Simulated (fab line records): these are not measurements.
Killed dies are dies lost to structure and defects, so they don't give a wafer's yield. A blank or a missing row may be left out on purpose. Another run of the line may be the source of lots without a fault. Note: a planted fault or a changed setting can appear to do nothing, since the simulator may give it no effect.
fab line records | flow n5-finfet
record lots=3 wafers=9 last-day=14
route steps=1938 shown HKMG_FIN@436 GATE_CUT@465 BEOL_M4@1111 PASSIVATION@1936
lots untouched by any fault: they come from a run of this same line in which no faults occurred
start-h: hours from the record's opening day to when the first of the lot's shown wafers began | wait-h: time in hours since the lot's previous step | " identical to the entry in the row above | L1.1+2: a row that stands for several wafers | - no value present, or no start provided | * or withheld: withheld | < > ~ a bound
route shown NAME@n: NAME is a module with steps in the file, n the number in the route of the first one | usual: mean/standard deviation of fault-free wafers | same: alike in all rows | chamber/n: place in a boat | sites: readings site by site | _std_site: standard deviation of those values | _edge_site: the outer-site mean with the inner-site mean subtracted | radius-mm: how far each site lies from the wafer's centre | mask NAME#n: copy n | behind: the last tool/chamber to shape the wafer | hold: cause of the lot's hold/its duration in hours/its outcome | device: which transistor (n, p or np) failed to switch | end of line: the tests these same wafers got at the end of their route | a step given without rows: its recipe and nothing more | killed: at the first sort, the dies lost to defects and structure; wafer yield is something else | map: a wafer's dies, marking killed ones x, the rest . and places with no die _
set.NAME: the setting the step ran with; set.NAME@STEP: the setting that earlier step ran with | model.NAME: the simulator's own value behind a step, which no gauge read
lots at selected steps of the route; one table per step, one row per wafer
services: a tool's chamber out of use, with start hour (start-h, from the record's first day; less than 0 if before it), hours out, and reason
## steps
# step N5_HKMG_FIN_STRIP_33
# recipe chemistry=N2/H2 temp-c=40 n2-flow-sccm=200 h2-flow-sccm=200 rf-frequency-hz=6e+07
# step N5_HKMG_FIN_STRIP_34
# recipe chemistry=CF4 resist=SiARC power-w=300 bias-power-w=75 pressure-mtorr=50 cf4-flow-sccm=150 rf-frequency-hz=6e+07
# step N5_HKMG_FIN_ETCH_35
# recipe chemistry=N2/H2 target=SOC target-depth-a=2158 ion-energy-ev=65 bias-w=5 source-w=3000 time-s=243.4 pressure-mtorr=30 n2-flow-sccm=200 h2-flow-sccm=200
# step N5_HKMG_FIN_STRIP_92
# recipe chemistry=N2/H2 material=SOC time-s=20 power-w=500 temp-c=40 pressure-mtorr=50 rf-frequency-hz=6e+07 bias-power-w=8 h2-frac=0.5 n2-flow-sccm=300 h2-flow-sccm=300
# step N5_HKMG_FIN_WET_ETCH_18
# recipe chemistry=SC1 target=TiN mix=1:1:5 temp-c=* time-s=55 target-depth-nm=5.2 dry=ipa-marangoni rinse-time-s=30 rinse-temp-c=23
# step N5_HKMG_FIN_STRIP_19
# recipe chemistry=N2/H2 power-w=2500 temp-c=300 h2-frac=0.65 time-s=360 pressure-mtorr=withheld n2-flow-sccm=1750 h2-flow-sccm=3250
# step N5_HKMG_FIN_ALD_91
# recipe material=TiN target-thk-a=10 temp-c=400 ald-precursor-family=TiCl4 ald-co-reactant=NH3 pulse-time-s=1 purge-time-s=3 co-reactant-purge-time-s=2 co-reactant-pulse-time-s=2 ald-cycles=47 pressure-torr=3
# step N5_HKMG_FIN_COAT_85
# recipe resist=SOC temp-c=250 time-s=60 spin-rpm=1500 resist-thk-nm=300
# step N5_HKMG_FIN_ETCH_86
# recipe chemistry=N2/H2 target=SOC target-depth-a=3932 stop-on=TiN ion-energy-ev=100 bias-w=61 pressure-mtorr=30 source-w=850 n2-flow-sccm=200 h2-flow-sccm=200
# step N5_HKMG_FIN_STRIP_89
# recipe chemistry=N2/H2 material=SOC time-s=20 power-w=500 temp-c=40 pressure-mtorr=50 rf-frequency-hz=6e+07 bias-power-w=8 h2-frac=0.5 n2-flow-sccm=300 h2-flow-sccm=300
# step N5_HKMG_FIN_WET_ETCH_87
# recipe chemistry=SC1 target=TiN mix=1:2:40 temp-c=50 time-s=154.2 target-depth-nm=4.7 dry=ipa-marangoni rinse-time-s=30 rinse-temp-c=23
# step N5_HKMG_FIN_STRIP_88
# recipe chemistry=N2/H2 power-w=2500 temp-c=300 h2-frac=0.65 time-s=360 pressure-mtorr=withheld n2-flow-sccm=1750 h2-flow-sccm=3250
# step N5_HKMG_FIN_NWFM_ALD_20
# recipe material=TiAlC target-thk-a=20 temp-c=300 ald-precursor-family=TiCl4 ald-co-reactant=TEA pulse-time-s=3 purge-time-s=2 co-reactant-purge-time-s=2 co-reactant-pulse-time-s=10 ald-cycles=7 pressure-torr=3
# usual ald-cycles=7/0 heater-power-w=479/39 precursor-pulse-height-rel=1.000/0.021
# columns lot.wafer tool chamber start-h wait-h ald-cycles heater-power-w precursor-pulse-height-rel
L211.3 ald-metal-02 2 95.65 0.1 7 509 1.036
L211.4 " 1 " " 7 533 0.973
L211.6 " 3 " " 7 417 1.010
L219.2 ald-metal-02 2 146.33 0.3 7 505 1.018
L219.4 " 1 " " 6 532 0.975
L219.6 " 2 " " 7 495 1.014
L220.1 ald-metal-03 2 153.59 0.3 7 475 0.982
L220.4 " 0 " " 7 510 1.016
L220.5 " 3 " " 7 441 0.982
# step N5_HKMG_FIN_ALD_71
# recipe material=TiN target-thk-a=10 temp-c=400 ald-precursor-family=TiCl4 ald-co-reactant=NH3 pulse-time-s=1 purge-time-s=3 co-reactant-purge-time-s=2 co-reactant-pulse-time-s=2 ald-cycles=47 pressure-torr=3
# step N5_HKMG_FIN_COAT_66
# recipe resist=SOC temp-c=250 time-s=60 spin-rpm=1500 resist-thk-nm=300
# step N5_HKMG_FIN_ETCH_67
# recipe chemistry=N2/H2 target=SOC target-depth-a=3889 stop-on=TiN ion-energy-ev=100 bias-w=61 pressure-mtorr=30 source-w=850 n2-flow-sccm=200 h2-flow-sccm=200
# step N5_HKMG_FIN_STRIP_90
# recipe chemistry=N2/H2 material=SOC time-s=20 power-w=500 temp-c=40 pressure-mtorr=50 rf-frequency-hz=6e+07 bias-power-w=8 h2-frac=0.5 n2-flow-sccm=300 h2-flow-sccm=300
# step N5_HKMG_FIN_WET_ETCH_73
# recipe chemistry=SC1 mix=1:2:40 temp-c=50 time-s=42.3 target-depth-nm=1.3 dry=ipa-marangoni rinse-time-s=30 rinse-temp-c=23
# step N5_HKMG_FIN_ETCHBACK_68
# recipe chemistry=Cl2/Ar stop-on=HfO2 target-depth-a=5 pressure-mtorr=10 icp-w=600 bias-w=60 Cl2_flow_sccm=40 Ar_flow_sccm=60
# step N5_HKMG_FIN_STRIP_69
# recipe chemistry=N2/H2 power-w=2500 temp-c=300 h2-frac=0.65 time-s=360 pressure-mtorr=withheld n2-flow-sccm=1750 h2-flow-sccm=3250
# step N5_HKMG_FIN_ALD_21
# recipe material=TiN target-thk-a=15 temp-c=400 ald-precursor-family=TiCl4 ald-co-reactant=NH3 pulse-time-s=1 purge-time-s=3 co-reactant-purge-time-s=2 co-reactant-pulse-time-s=2 ald-cycles=68 pressure-torr=3
# step N5_HKMG_FIN_ALD_72
# recipe material=W target-thk-a=20 temp-c=300 pressure-torr=7.5 ald-precursor-family=WF6 ald-co-reactant=B2H6 pulse-time-s=1 purge-time-s=2 co-reactant-purge-time-s=2 co-reactant-pulse-time-s=3 ald-cycles=7
# step N5_HKMG_FIN_W_FILL_22
# recipe material=W target-thk-a=600 temp-c=400 pressure-torr=39.4 time-s=18.2
# step N5_HKMG_FIN_PRECLEAN_83
# recipe chemistry=DIW time-s=57.5 temp-c=23
# step N5_HKMG_FIN_SRD_84
# recipe dry-time-s=32 dry=n2-spin spin-rpm=1500
# step N5_HKMG_FIN_CMP_23
# recipe stop-on=SiNx t-overpolish-s=10 post-cmp-clean=rinse-only down-force-psi=4 platen-rpm=50.289 pad-velocity-m-s=1.0006 target-thk-nm=46.326
# step N5_HKMG_FIN_CMP_94
# recipe stop-on=SiNx post-cmp-clean=w-dilute-nh4oh t-overpolish-s=4.7 down-force-psi=4 platen-rpm=50.289 pad-velocity-m-s=1.0006 target-thk-nm=43.299
# step N5_GATE_CUT_ETCHBACK_00
# recipe chemistry=SF6/Cl2 target=W pressure-mtorr=8 icp-w=900 bias-w=80 SF6_flow_sccm=40 Cl2_flow_sccm=60
# step N5_GATE_CUT_ETCH_56
# recipe chemistry=Cl2/Ar target=TiN target-depth-a=216 pressure-mtorr=10 icp-w=600 bias-w=60 Cl2_flow_sccm=40 Ar_flow_sccm=60
# step N5_GATE_CUT_ETCHBACK_30
# recipe chemistry=Cl2/Ar target=TiN target-depth-a=30 mode=isotropic pressure-mtorr=10 icp-w=600 bias-w=60 Cl2_flow_sccm=40 Ar_flow_sccm=60
# step N5_GATE_CUT_VAPOR_ETCH_60
# recipe chemistry=BCl3/Cl2 target=HfO2 mode=isotropic
# step N5_GATE_CUT_ETCH_58
# recipe chemistry=CH3F/O2 target=SiNx target-depth-a=170 time-s=128.6 ion-energy-ev=50 pressure-mtorr=30 source-w=415 bias-w=21 Ar_flow_sccm=150 CH3F_flow_sccm=30 O2_flow_sccm=20
# step N5_GATE_CUT_STRIP_59
# recipe chemistry=N2/H2 time-s=20 power-w=100 temp-c=40 pressure-mtorr=100 rf-frequency-hz=6e+07 bias-power-w=3 n2-flow-sccm=300 h2-flow-sccm=300
# step N5_GATE_CUT_PRECLEAN_31
# recipe temp-c=23 chemistry=DIW time-s=300
# step N5_GATE_CUT_SRD_32
# recipe time-s=30 temp-c=23 rinse-liquid=diw dry=ipa-marangoni
# step N5_GATE_CUT_SAC_CAP_01
# recipe material=SiNx target-thk-a=240 temp-c=400 ald-precursor-family=SiH2I2 ald-co-reactant=N2/H2-plasma pulse-time-s=1 ald-cycles=480 purge-time-s=2 co-reactant-purge-time-s=2 pressure-torr=2
# step N5_GATE_CUT_PECVD_57
# recipe material=SiNx target-thk-a=210 temp-c=400 precursor=SiH4/NH3/N2 pressure-torr=1.5 rf-w=300
# step N5_GATE_CUT_CMP_02
# recipe stop-on=SiO2 t-overpolish-s=12.7 post-cmp-clean=alkaline-brush down-force-psi=2.5 platen-rpm=51.8 pad-velocity-m-s=1.0307 target-thk-nm=0
# step N5_GATE_CUT_HM_DEP_46
# recipe material=SiO2 target-thk-a=1300 temp-c=400 precursor=TEOS/O2 pressure-torr=6.5 rf-w=900 teos-flow-sccm=161.4 gas=O2 flow-sccm=2650 time-s=26.6
# step N5_BEOL_M4_RC_MEAS_101
# usual DIBL_N=35.7/1.3 DIBL_P=35.4/1.8 IOFF_N=0.152/0.027 IOFF_N_LIN=0.071/0.01 IOFF_N_LONG=5.5e-05/3.5e-06 IOFF_P=0.20/0.034 IOFF_P_LONG=0.000104/1e-05 ION_N=672/9.8 ION_P=461/7.5 SS_N=71.4/0.55 SS_P=73.1/0.61 VT_N=251/3.3 VT_N_LONG=275.3/2.4 VT_N_LVT=100/3.2 VT_P=-251/3.6 VT_P_LONG=-276/3.4
# columns lot.wafer tool chamber start-h wait-h DIBL_N[mV/V] DIBL_P[mV/V] IOFF_N[nA/um] IOFF_N_LIN[nA/um] IOFF_N_LONG[nA/um] IOFF_P[nA/um] IOFF_P_LONG[nA/um] ION_N[uA/um] ION_P[uA/um] SS_N[mV/dec] SS_P[mV/dec] VT_N[mV] VT_N_LONG[mV] VT_N_LVT[mV] VT_P[mV] VT_P_LONG[mV]
L211.3 prober-02 0 181.50 0.3 34.6 36.3 0.165 0.076 5.5e-05 0.19 9.9e-05 682 464 71.3 73.0 250 273.7 96 -252 -276
L211.4 " 0 " " 36.9 37.7 0.190 0.084 5.5e-05 0.20 0.0001 680 456 72.2 73.9 249 273.2 97 -251 -277
L211.6 " 0 " " 34.4 35.2 0.150 0.069 5.7e-05 0.17 9.5e-05 677 456 71.4 72.6 251 273.4 99 -254 -278
L219.2 prober-02 0 237.08 0.2 37.4 34.8 0.190 0.081 6.6e-05 0.21 0.000122 674 461 71.8 72.5 244 272.0 97 -247 -271
L219.4 " 0 " " 36.1 35.3 0.077 0.036 4e-05 0.28 0.000145 630 478 70.6 73.0 266 291.7 118 -240 -264
L219.6 " 0 " " 38.1 37.5 0.214 0.094 6.5e-05 0.26 0.000122 677 469 72.4 73.6 244 270.9 92 -244 -271
L220.1 prober-02 0 240.00 0.0 34.9 34.6 0.135 0.065 5e-05 0.17 8.8e-05 656 443 72.0 73.0 252 277.0 103 -259 -277
L220.4 " 0 " " 37.4 36.0 0.168 0.076 5.2e-05 0.18 8.5e-05 670 447 72.4 73.3 252 279.8 101 -255 -279
L220.5 " 0 " " 36.3 35.1 0.160 0.073 5.2e-05 0.17 8.3e-05 663 451 71.4 73.7 251 276.5 99 -255 -281
# step N5_PASSIVATION_PROBE_49
# usual defect-limited-yield=91.5/1.3 killed_at_M0_to_M3=33/11 killed_at_M4_up=14/5.3 killed-at-contacts=11/6.3 killed-at-front-end=38/10 killed-at-other=3.7/2.8 killed-dies=101/16 killed-open=67/12 killed-short=32/7.4 sort_bin_5_function=5.0/0.86 sort_bin_6_memory=3.2/0.69 sort_bin_8_speed=0.00/0.007 sort-n-pass=1079/16 sort-yield-pct=91.5/1.3
# same gross-dies=1180 killed-at-back-side=0 sort_bin_4_leakage[%]=0
# columns lot.wafer tool chamber start-h wait-h defect-limited-yield[%] killed_at_M0_to_M3 killed_at_M4_up killed-at-contacts killed-at-front-end killed-at-other killed-dies killed-open killed-short sort_bin_5_function[%] sort_bin_6_memory[%] sort_bin_8_speed[%] sort-n-pass sort-yield-pct[%]
L211.3 prober-02 - 297.08 0.1 92.6 31 13 9 32 2 87 55 31 4.0 2.8 0 1093 92.6
L211.4 prober-02 - 297.13 0.2 92.8 21 10 15 38 1 85 55 29 4.4 2.3 0 1095 92.8
L211.6 prober-02 - 297.23 0.3 92.1 26 12 24 30 1 93 54 36 4.8 2.5 0 1087 92.1
L219.2 prober-02 - 338.64 0.1 91.2 17 12 16 56 3 104 59 41 4.9 3.6 0 1076 91.2
L219.4 prober-02 - 338.74 0.2 93.3 17 15 8 37 2 79 59 18 4.0 2.5 22.29 838 71.0
L219.6 prober-02 - 338.84 0.3 91.8 19 10 15 45 8 97 70 26 4.9 3.2 0 1083 91.8
L220.1 prober-01 - 347.49 0.0 91.8 35 17 12 28 5 97 69 25 4.8 3.3 0 1083 91.8
L220.4 prober-01 - 347.64 0.2 89.7 44 16 20 34 7 121 77 38 6.4 3.5 0 1059 89.7
L220.5 prober-01 - 347.69 0.2 92.5 25 17 1 42 4 89 65 21 4.7 2.5 0 1091 92.5
# killed by level:class
L211.3 STI_FIN_REVEAL:geometric-particle:open=11 BEOL_M1:geometric-particle:open=9 MOL_CONTACT_COAG:geometric-particle:open=8 GATE_CUT:geometric-particle:short=7 BEOL_M0_SAQP:geometric-particle:short=6 BEOL_M2:geometric-particle:open=5 BEOL_M3:geometric-particle:open=4 BEOL_M4:geometric-particle:open=4
L211.4 MOL_CONTACT_COAG:geometric-particle:open=13 STI_FIN_REVEAL:geometric-particle:open=11 FIN_SAQP:geometric-particle:short=5 GATE_CUT:geometric-particle:short=5 BEOL_M5:geometric-particle:open=5 BEOL_M0_SAQP:geometric-particle:open=4 STARTING-WAFER:geometric-particle:open=4 BEOL_M0_SAQP:geometric-particle:short=3
L211.6 MOL_CONTACT_COAG:geometric-particle:open=19 FIN_SAQP:geometric-particle:short=6 BEOL_M1:geometric-particle:open=6 BEOL_M2:geometric-particle:open=6 STI_FIN_REVEAL:geometric-particle:open=5 GATE_CUT:geometric-particle:short=5 MOL_CONTACT_COAG:geometric-particle:short=5 BEOL_M0_SAQP:geometric-particle:short=4
L219.2 FIN_SAQP:geometric-particle:short=13 STI_FIN_REVEAL:geometric-particle:open=13 MOL_CONTACT_COAG:geometric-particle:open=12 FIN_SAQP:geometric-particle:open=11 BEOL_M4:geometric-particle:short=5 BEOL_M2:geometric-particle:open=4 STI_FIN_REVEAL:geometric-particle:short=4 MOL_CONTACT_COAG:geometric-particle:short=4
L219.4 STI_FIN_REVEAL:geometric-particle:open=9 BEOL_M4:geometric-particle:open=8 MOL_CONTACT_COAG:geometric-particle:open=7 BEOL_M1:geometric-particle:open=6 GATE_CUT:geometric-particle:open=6 FIN_SAQP:geometric-particle:open=5 GATE_CUT:geometric-particle:short=5 BEOL_M3:geometric-particle:open=5
L219.6 FIN_SAQP:geometric-particle:open=13 STI_FIN_REVEAL:geometric-particle:open=13 MOL_CONTACT_COAG:geometric-particle:open=11 BEOL_M1:geometric-particle:open=6 BEOL_M0_SAQP:geometric-particle:open=5 BEOL_M4:geometric-particle:open=5 MIM_TOP_ETCH:geometric-particle:short=5 FIN_SAQP:geometric-particle:short=4
L220.1 MOL_CONTACT_COAG:geometric-particle:open=10 STI_FIN_REVEAL:geometric-particle:open=9 BEOL_M2:geometric-particle:open=8 BEOL_M4:geometric-particle:open=8 BEOL_M0_SAQP:geometric-particle:short=7 BEOL_M0_SAQP:geometric-particle:open=7 FIN_SAQP:geometric-particle:short=4 BEOL_M1:geometric-particle:open=4
L220.4 MOL_CONTACT_COAG:geometric-particle:open=14 BEOL_M1:geometric-particle:open=10 STI_FIN_REVEAL:geometric-particle:open=8 BEOL_M4:geometric-particle:open=8 MOL_CONTACT_COAG:geometric-particle:short=6 BEOL_M0_SAQP:geometric-particle:short=6 BEOL_M2:geometric-particle:open=6 BEOL_M3:geometric-particle:open=6
L220.5 STI_FIN_REVEAL:geometric-particle:open=16 BEOL_M1:geometric-particle:open=9 BEOL_M4:geometric-particle:open=8 FIN_SAQP:geometric-particle:short=6 DUMMY_GATE:geometric-particle:open=6 BEOL_M3:geometric-particle:open=5 FIN_SAQP:geometric-particle:open=3 BEOL_M0_SAQP:geometric-particle:open=3
# map L219.2 (x killed, . not)
_________________.....x......________________
______________.......x.........._____________
___________.....................xx.__________
__________................x........._________
________...............x.............._______
_______...................x...........x______
______...........x...........x.........._____
_____........................x...........____
____..x......x..........x.................___
___....................x...x........x.x....__
___...x...xx......................x.x......__
__...x........x.........x................x.._
__.x...........x........x.....x.....x......._
_.x.....x.......................x..x.........
_..x.........x...xx............xx.....x......
_..............x.............x........x......
_...................xx...........x...........
_....x........x..x.....x..........x..........
_.................x.......x...x........x....x
_.....x.x....x..x............................
_.......................x.........x..........
__...................x....xx................_
__....xx........x.........xx...............x_
___.x........x.................x...........__
___....x................xx..........x...x.x__
____.............x..x........x............___
_____............................x.......____
______...x..........................x..._____
_______.............x.....x.....x......______
________....................x.......x._______
__________.......x...........x..x..._________
___________............x...........__________
______________......x........x.._____________
_________________...x....x.xx________________
# map L211.6 (x killed, . not)
_________________......x.....________________
______________..........x......._____________
___________.......x..x.............__________
__________..x....x.................._________
________x.......................x....._______
_______x...x..x.x....x..........xx.....______
______...............x..............x..._____
_____..x..........x......x...............____
____........x.............x............x..___
___...............................x.......x__
___...x...x...........x............x.......__
__.x.......x................x.x...x........x_
__......x.....x..................xx........._
_................x.....x.................xx..
_........xx..xx...................x..........
_.x.......x.......x......x......x............
_.......................................x....
_..........x..................x...........x..
_.....................x......................
_...x.....x......x..........x................
_............x...........................x...
__.......x.................................._
__..x....x...................x....x....x...._
___x.....x.............................x...__
___....x.....................x.............__
____......x..x.......................x....___
_____x..x....x..x.x......................____
______................................x._____
_______......................x....x....______
________.............................._______
__________.............x......x....x_________
___________......x.x..............x__________
______________.................._____________
_________________.........x..________________
## services
# columns tool chamber start-h hours kind
ald-metal-03 - 93.43 5.8 repair
## key
first-sign step=N5_HKMG_FIN_NWFM_ALD_20 reading=ald-cycles direction=down sigmas=99+ usual=* struck=*
effect step=N5_BEOL_M4_RC_MEAS_101 reading=VT_N_LONG direction=up sigmas=6.9 usual=275.3 struck=291.7
effect step=N5_BEOL_M4_RC_MEAS_101 reading=VT_N_LVT direction=up sigmas=5.6 usual=100 struck=118
effect step=N5_BEOL_M4_RC_MEAS_101 reading=VT_N direction=up sigmas=4.7 usual=251 struck=266
effect step=N5_BEOL_M4_RC_MEAS_101 reading=IOFF_N_LONG direction=down sigmas=4.3 usual=5.5e-05 struck=4e-05
effect step=N5_BEOL_M4_RC_MEAS_101 reading=ION_N direction=down sigmas=4.3 usual=672 struck=630
effect step=N5_BEOL_M4_RC_MEAS_101 reading=IOFF_P_LONG direction=up sigmas=4.1 usual=0.000104 struck=0.000145
effect step=N5_BEOL_M4_RC_MEAS_101 reading=VT_P_LONG direction=up sigmas=3.4 usual=-276 struck=-264
effect step=N5_BEOL_M4_RC_MEAS_101 reading=IOFF_N_LIN direction=down sigmas=3.3 usual=0.071 struck=0.036
effect step=N5_PASSIVATION_PROBE_49 reading=sort_bin_8_speed direction=up sigmas=99+ usual=0.00 struck=22.29
met-at N5_HKMG_FIN_NWFM_ALD_20
struck-wafers L219.4
onset-between 95.65 146.33
fault kind=process-parameter-drift tool=ald-metal-02 chamber=- onset-h=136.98 steps=N5_HKMG_FIN_NWFM_ALD_20 channel=ald-cycles offset=* shape=step end-h=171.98 scope=struck-wafers-only acts-in=* stated=*
